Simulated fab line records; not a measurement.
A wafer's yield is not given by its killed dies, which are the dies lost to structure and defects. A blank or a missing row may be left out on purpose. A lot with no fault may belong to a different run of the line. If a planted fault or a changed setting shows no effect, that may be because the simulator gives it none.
A lot that was struck, set against a sound lot / flow n5 finfet / 37 steps out of a route of 1938
Sound: these wafers, L226.1, L226.3, L226.5. Wafers struck: L219.1, L219.5, L219.6. Last of all comes the cause.
For every step that has rows: the tool of each side, followed by ch and its chambers, followed by its first start. Under that, the readings that differ: sound wafers / struck wafers / difference of the means / sigmas: that difference in standard deviations of wafers without a fault.
alike: words and numbers the same on both sides, and readings whose means are apart by under 2 such deviations; not compared: readings that were withheld, readings missing a value for some wafer, numbers with overlapping values and no deviation given by the record, and bounds like >300 which may hide the same value.
A row with sigmas, a row that says differs or no value, or rows on one side alone: a step with any of these is where the two part. Numbers that have no deviation but don't overlap get no sigmas and don't part them. Lack of a reading on every wafer of one side parts them only where that side has two or more wafers.

first, 9 steps without rows for these wafers: N5_WELL_APT_EBR_04; N5_WELL_APT_SOFTBAKE_03 (time 60 s); N5_WELL_APT_EXPOSE_05 (exposes mask NWELL, defocus 0 nm, target cd 200 nm); N5_WELL_APT_PEB_06 (peb time 90 s); N5_WELL_APT_DEVELOP_07 (develop time 45 s); N5_WELL_APT_HARDBAKE_12 (time 120 s); N5_WELL_APT_DESCUM_13 (chemistry O2, time 7.9 s); N5_WELL_APT_IMPLANT_14; N5_WELL_APT_IMPLANT_15.
N5_WELL_APT_STRIP_16: strips in SPM, time 900 s.
  sound on wet bench-02 ch 2,5,7, day 5 20:45; struck on wet bench-03 ch 2,4,6, day 4 02:36
  no value came back on the struck wafers for bath guard temp C (C), bath heat duty pct (%), time s (s); on the sound wafers bath guard temp C (C) reads 129.6 130.8 130.5
reading=model.coat_of_WELL_APT_COAT_02.thk nm (nm); sound=0 0 0; struck=928.1 931.8 930.5; difference=+930.1; sigmas=
then, 25 steps without rows for these wafers: N5_WELL_APT_HMDS_18 (time 60 s); N5_WELL_APT_COAT_19 (resist thk 950 nm); N5_WELL_APT_EBR_21; N5_WELL_APT_SOFTBAKE_20 (time 60 s); N5_WELL_APT_EXPOSE_22 (exposes mask PWELL, defocus 0 nm, target cd 200 nm); N5_WELL_APT_PEB_23 (peb time 90 s); N5_WELL_APT_DEVELOP_24 (develop time 45 s); N5_WELL_APT_HARDBAKE_29 (time 120 s); N5_WELL_APT_DESCUM_30 (chemistry O2, time 7.9 s); N5_WELL_APT_IMPLANT_31; N5_WELL_APT_IMPLANT_32; N5_WELL_APT_STRIP_33 (strips in SPM, time 900 s); N5_WELL_APT_RTA_34 (time 10 s); N5_WELL_APT_OXIDE_STRIP_42 (strips SiO2 in dHF, time 45 s, target depth 12 nm); N5_WELL_APT_PRECLEAN_36 (cleans in O3/DIW, time 45 s); N5_WELL_APT_PRECLEAN_39 (cleans in dHF, time 60 s); N5_WELL_APT_SRD_37 (time 30 s); N5_WELL_APT_EPI_41 (deposits Si from SiH4/H2, target thk 50 nm, time 297.7 s); N5_PMOS_HMC_CHANNEL_EPI_HM_DEP_34 (deposits SiO2 from TEOS/O2, target thk 36 nm, time 6.9 s); N5_PMOS_HMC_CHANNEL_EPI_COAT_31 (time 60 s, resist thk 66 nm); N5_PMOS_HMC_CHANNEL_EPI_COAT_03 (resist thk 205 nm); N5_PMOS_HMC_CHANNEL_EPI_EBR_05; N5_PMOS_HMC_CHANNEL_EPI_SOFTBAKE_04 (time 60 s); N5_PMOS_HMC_CHANNEL_EPI_EXPOSE_06 (exposes mask PMOS HMC BLK, target cd 240 nm); N5_PMOS_HMC_CHANNEL_EPI_PEB_07 (peb time 60 s).
-- the record jumps here: 6 days lie between the struck wafers' starts before and after (it left off in module PMOS_HMC_CHANNEL_EPI and takes up again in module BEOL_M4, whose first step shown is number 1111 of the route) --
N5_BEOL_M4_RC_MEAS_101:
  sound on prober-02 ch 0, day 12 15:11; struck on prober-01 ch 0, day 10 05:17
reading=CJ_N; sound=4.23 4.37 4.34; struck=0.09 0.09 0.09; difference=-4.22; sigmas=-56
reading=DIBL_N (mV/V); sound=32.7 36.9 36.4; struck=97.0 145.5 110.4; difference=+82.3; sigmas=+41
reading=IOFF_N (nA/um); sound=0.09 0.15 0.15; struck=21.88 62.52 41.47; difference=+41.83; sigmas=+99 or more
reading=IOFF_N_85C (nA/um); sound=2.0 3.0 3.0; struck=197.4 473.1 332.2; difference=+331.6; sigmas=+99 or more
reading=IOFF_N_LIN (nA/um); sound=0.049 0.070 0.072; struck=1.129 2.362 1.826; difference=+1.709; sigmas=+99 or more
reading=IOFF_N_LONG (nA/um); sound=5.44e-05 5.44e-05 5.47e-05; struck=9.94e-05 9.94e-05 0.0001012; difference=+4.55e-05; sigmas=+16
reading=ION_N (uA/um); sound=658 658 686; struck=695 700 720; difference=+38; sigmas=+3
reading=RS_PWELL (ohm/sq); sound=3015 3046 3031; struck=- - -; difference=no value on the struck wafers; sigmas=
reading=SS_N (mV/dec); sound=70.7 71.9 71.2; struck=140.9 166.5 149.7; difference=+81.1; sigmas=+99 or more
reading=VT_N (mV); sound=255 254 251; struck=237 234 232; difference=-19; sigmas=-5
reading=VT_N_LVT (mV); sound=109 104 101; struck=85 80 78; difference=-24; sigmas=-7
  alike: DIBL_P, IOFF_P, ION_P, SS_P, VT_P
-- the record jumps here: 4 days lie between the struck wafers' starts before and after (it left off in module BEOL_M4 and takes up again in module PASSIVATION, whose first step shown is number 1936 of the route) --
N5_PASSIVATION_PROBE_49:
  sound on prober-02 at day 16 21:08; struck on prober-01 at day 14 16:29
reading=sort_bin_4_leakage (%); sound=0 0 0; struck=91.10 92.37 91.78; difference=+91.75; sigmas=
reading=sort n pass; sound=1028 1070 1056; struck=0 0 0; difference=-1051; sigmas=-55
reading=sort yield pct (%); sound=87.1 90.7 89.5; struck=0 0 0; difference=-89; sigmas=-56
  alike: defect limited yield, killed_at_M0_to_M3, killed_at_M4_up, killed at contacts, killed at front end, killed at other, killed dies, killed on rim, killed open, killed short, sort_bin_5_function, sort_bin_6_memory

## WHERE THEY PART
At N5_WELL_APT_STRIP_16 first; at N5_PASSIVATION_PROBE_49 last (within this record only).

WHY: whatever the simulator had introduced
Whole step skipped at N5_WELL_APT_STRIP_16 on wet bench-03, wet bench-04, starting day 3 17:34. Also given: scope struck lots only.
